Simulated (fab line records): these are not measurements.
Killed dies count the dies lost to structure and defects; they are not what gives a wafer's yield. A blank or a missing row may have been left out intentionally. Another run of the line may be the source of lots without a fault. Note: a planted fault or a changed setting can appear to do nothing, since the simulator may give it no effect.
Matching of chambers + flow nand-harc + 3 sister chambers for NHARC_P_M0_DEP_32 on pecvd-03
The step deposits SiCN, target thk 30 nm. 6 wafers are shown with their chamber, then 7 later ones without.

## WAFERS PAIRED WITH THEIR CHAMBERS
| wafer  | chamber | heater-power-w (W) |
|--------|---------|--------------------|
| L080.4 | 2       | 613                |
| L080.5 | 0       | 653                |
| L081.5 | 1       | 562                |
| L081.6 | 0       | 662                |
| L082.1 | 1       | 536                |
| L082.2 | 2       | 603                |

## WAFERS WHOSE CHAMBER IS MISSING
| wafer  | heater-power-w (W) |
|--------|--------------------|
| L082.6 | 538                |
| L086.2 | 468                |
| L086.4 | 506                |
| L086.6 | 693                |
| L094.1 | 541                |
| L094.2 | 553                |
| L094.4 | 547                |

## CHAMBER TAKEN BY EACH
| wafer  | from the rows above | in truth                   |
|--------|---------------------|----------------------------|
| L082.6 | 1                   | 1                          |
| L086.2 | 1                   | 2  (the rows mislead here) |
| L086.4 | 1                   | 1                          |
| L086.6 | 0                   | 0                          |
| L094.1 | 1                   | 1                          |
| L094.2 | 1                   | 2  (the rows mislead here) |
| L094.4 | 1                   | 1                          |
Correctly placed: 5 of 7. Not placeable from these rows: 0. Placed wrongly: 2.
How it was worked out, from the rows above alone: a wafer's distance from a chamber is the root of the sum, over the readings, of the square of ((its reading less the chamber's mean) divided by the reading's scatter). If the next closest chamber is less than 2 further off than the closest, the wafer can't be placed; otherwise it belongs to the closest. The mean given for a chamber averages the wafers shown for that chamber. The scatter is the square root of a quotient: the sum, over the shown wafers, of each reading's squared deviation from its chamber's mean, divided by wafers minus chambers.
